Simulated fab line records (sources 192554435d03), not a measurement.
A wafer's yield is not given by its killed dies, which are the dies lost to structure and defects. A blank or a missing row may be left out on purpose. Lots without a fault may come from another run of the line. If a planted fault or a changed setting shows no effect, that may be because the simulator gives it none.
Which tool was responsible? | flow n5_finfet | 24 lots with 72 wafers sampled at 2 steps, on a route of 1938 steps

WHAT THE GAUGES READ, wafer by wafer
N5_BEOL_M5_CD_MEAS_28: target cd 30.6 nm, target cd y 20 nm. Usual: cd_nm 30.63 nm, standard deviation 0.23.
lot  | measured     | on        | cd_nm (nm)        | flag
L074 | day 9 11:03  | cd_sem-02 | 30.44 30.57 30.59 |
L075 | day 9 23:42  | cd_sem-03 | 30.82 30.68 30.70 |
L077 | day 10 08:37 | cd_sem-03 | 30.28 30.15 30.27 |
L076 | day 10 17:28 | cd_sem-03 | 30.84 30.71 30.22 |
L078 | day 11 03:59 | cd_sem-03 | 30.74 30.35 30.43 |
L079 | day 11 16:46 | cd_sem-03 | 30.98 30.57 31.01 |
L080 | day 11 22:20 | cd_sem-03 | 30.49 30.31 30.09 |
L081 | day 13 08:46 | cd_sem-03 | 31.16 30.82 31.05 |
L083 | day 14 05:38 | cd_sem-01 | 30.58 30.36 30.48 |
L084 | day 14 13:17 | cd_sem-01 | 30.99 30.90 30.18 |
L085 | day 14 18:15 | cd_sem-01 | 30.33 30.92 30.52 |
L086 | day 15 05:46 | cd_sem-02 | 30.35 30.50 30.27 |
L087 | day 15 16:08 | cd_sem-02 | 30.32 30.72 30.73 |
L090 | day 15 18:41 | cd_sem-01 | 30.56 30.71 30.54 |
L088 | day 16 00:21 | cd_sem-02 | 30.77 30.35 30.56 |
L097 | day 16 11:53 | cd_sem-02 | 30.79 30.76 30.68 |
L095 | day 16 15:20 | cd_sem-02 | 30.96 30.84 30.93 |
L091 | day 16 20:58 | cd_sem-03 | 30.63 30.65 30.62 |
L092 | day 17 05:08 | cd_sem-02 | 30.61 30.77 30.89 |
L094 | day 17 13:58 | cd_sem-03 | 30.56 30.70 31.00 |
L089 | day 17 14:12 | cd_sem-02 | 30.70 31.12 30.69 |
L093 | day 17 13:47 | cd_sem-01 | 30.89 30.93 30.91 |
L082 | day 18 00:07 | cd_sem-03 | 30.55 30.56 30.60 |
L096 | day 18 00:11 | cd_sem-03 | 30.34 30.67 30.71 |

WHAT TOOL EACH LOT RAN ON (gives the tool, then ch and the chambers of the sampled wafers, and finally the start)
lot  | N5_BEOL_M5_STRIP_19
L074 | rie_diel-01 ch 0,1,3, day 9 07:50
L075 | rie_diel-01 ch 1,3, day 9 21:58
L077 | rie_diel-06 ch 0,1,2, day 10 07:05
L076 | rie_diel-06 ch 1,2, day 10 15:41
L078 | rie_diel-06 ch 0,1,2, day 11 02:02
L079 | rie_diel-03 ch 0,2,3, day 11 13:31
L080 | rie_diel-03 ch 0,1,3, day 11 19:50
L081 | rie_diel-01 ch 0,3, day 13 04:47
L083 | rie_diel-06 ch 0,2, day 14 02:14
L084 | rie_diel-06 ch 0,1,2, day 14 12:54
L085 | rie_diel-03 ch 0,1,3, day 14 15:40
L086 | rie_diel-03 ch 0,2,3, day 15 03:52
L087 | rie_diel-03 ch 1,2, day 15 14:08
L090 | rie_diel-06 ch 0,2,3, day 15 18:01
L088 | rie_diel-06 ch 0,1, day 15 22:15
L097 | rie_diel-01 ch 0,3, day 16 08:34
L095 | rie_diel-06 ch 1,2, day 16 13:01
L091 | rie_diel-06 ch 0,1,3, day 16 20:10
L092 | rie_diel-01 ch 0,1,3, day 17 04:38
L094 | rie_diel-01 ch 1,2, day 17 11:46
L089 | rie_diel-06 ch 0,2,3, day 17 12:10
L093 | rie_diel-01 ch 2,3, day 17 12:11
L082 | rie_diel-03 ch 0,2, day 17 22:01
L096 | rie_diel-01 ch 1,3, day 17 22:14
- N5_BEOL_M5_STRIP_19: strips in O2.

WHAT THE TOOLS THEMSELVES READ (means of the sampled wafers that have a number; where no wafer has one, the mark that the record gives instead)
N5_BEOL_M5_STRIP_19. Usual: drypump_motor_current_A 5.9 A, standard deviation 0.37; o2_flow_sccm 224.9 sccm, standard deviation 0.69; oes_product_au 0.82 a.u., standard deviation 0.072; rf_vpp_V 3.7 V, standard deviation 0.53; showerhead_plenum_p_Torr 2.10 Torr, standard deviation 0.069; throttle_valve_pct 16.64 %, standard deviation 0.19.
lot  | tool        | drypump_motor_current_A (A) | o2_flow_sccm (sccm) | oes_product_au (a.u.) | rf_vpp_V (V) | showerhead_plenum_p_Torr (Torr) | throttle_valve_pct (%) | flag
L074 | rie_diel-01 | 5.7                         | 224.9               | 0.84                  | 3.1          | 2.06                            | 16.68                  |
L075 | rie_diel-01 | 5.9                         | 224.5               | 0.83                  | 4.1          | 2.09                            | 16.66                  |
L077 | rie_diel-06 | 6.1                         | 225.8               | 0.82                  | 3.9          | 2.12                            | 16.65                  |
L076 | rie_diel-06 | 5.8                         | 225.5               | 0.82                  | 3.8          | 2.09                            | 16.62                  |
L078 | rie_diel-06 | 6.1                         | 225.1               | 0.82                  | 2.9          | 2.12                            | 16.66                  |
L079 | rie_diel-03 | 6.0                         | 224.9               | 0.81                  | 3.8          | 2.06                            | 16.65                  |
L080 | rie_diel-03 | 5.8                         | 225.8               | 0.78                  | 3.7          | 2.07                            | 16.64                  |
L081 | rie_diel-01 | 5.6                         | 224.3               | 0.87                  | 3.9          | 2.08                            | 16.60                  |
L083 | rie_diel-06 | 6.2                         | 224.1               | 0.75                  | 3.5          | 2.15                            | 16.71                  |
L084 | rie_diel-06 | 6.1                         | 224.9               | 0.80                  | 3.8          | 2.11                            | 16.70                  |
L085 | rie_diel-03 | 5.8                         | 224.6               | 0.86                  | 3.4          | 2.07                            | 16.51                  |
L086 | rie_diel-03 | 6.0                         | 224.3               | 0.79                  | 3.8          | 2.05                            | 16.70                  |
L087 | rie_diel-03 | 5.6                         | 224.2               | 0.84                  | 3.6          | 2.12                            | 16.49                  |
L090 | rie_diel-06 | 5.9                         | 225.5               | 0.81                  | 3.9          | 2.17                            | 16.52                  |
L088 | rie_diel-06 | 6.4                         | 225.8               | 0.82                  | 3.9          | 2.09                            | 16.71                  |
L097 | rie_diel-01 | 5.8                         | 225.1               | 0.85                  | 3.1          | 2.10                            | 16.61                  |
L095 | rie_diel-06 | 5.7                         | 225.5               | 0.79                  | 3.3          | 2.08                            | 16.69                  |
L091 | rie_diel-06 | 6.2                         | 224.9               | 0.84                  | 3.9          | 2.15                            | 16.54                  |
L092 | rie_diel-01 | 5.7                         | 225.3               | 0.86                  | 3.9          | 2.13                            | 16.61                  |
L094 | rie_diel-01 | 5.7                         | 224.7               | 0.81                  | 4.0          | 2.15                            | 16.82                  |
L089 | rie_diel-06 | 5.9                         | 225.0               | 0.81                  | 4.0          | 2.17                            | 16.54                  |
L093 | rie_diel-01 | 5.8                         | 224.1               | 0.79                  | 3.3          | 2.11                            | 16.83                  |
L082 | rie_diel-03 | 6.0                         | 224.6               | 0.79                  | 3.4          | 2.06                            | 16.83                  |
L096 | rie_diel-01 | 5.8                         | 225.3               | 0.87                  | 3.2          | 2.19                            | 16.60                  |

THE ANSWER, worked out from the rows above alone
Rule: a lot counts as off when the mean over its wafers that have a number is more than 3 standard deviations away from the usual mean. A lot without any number at a reading at which 4 lots or more have one is off too. Any other lot the step has rows for is counted as sound. The gauges are gone through in route order, then the tools' own readings, and for those a lot's mean is taken as printed above. At the first step where some lot is off, the reading lying furthest off is the one used; lots without a number count as furthest.
None of the lots is off at any reading shown; this tells nothing.

WHAT WAS PUT IN BY THE SIMULATOR
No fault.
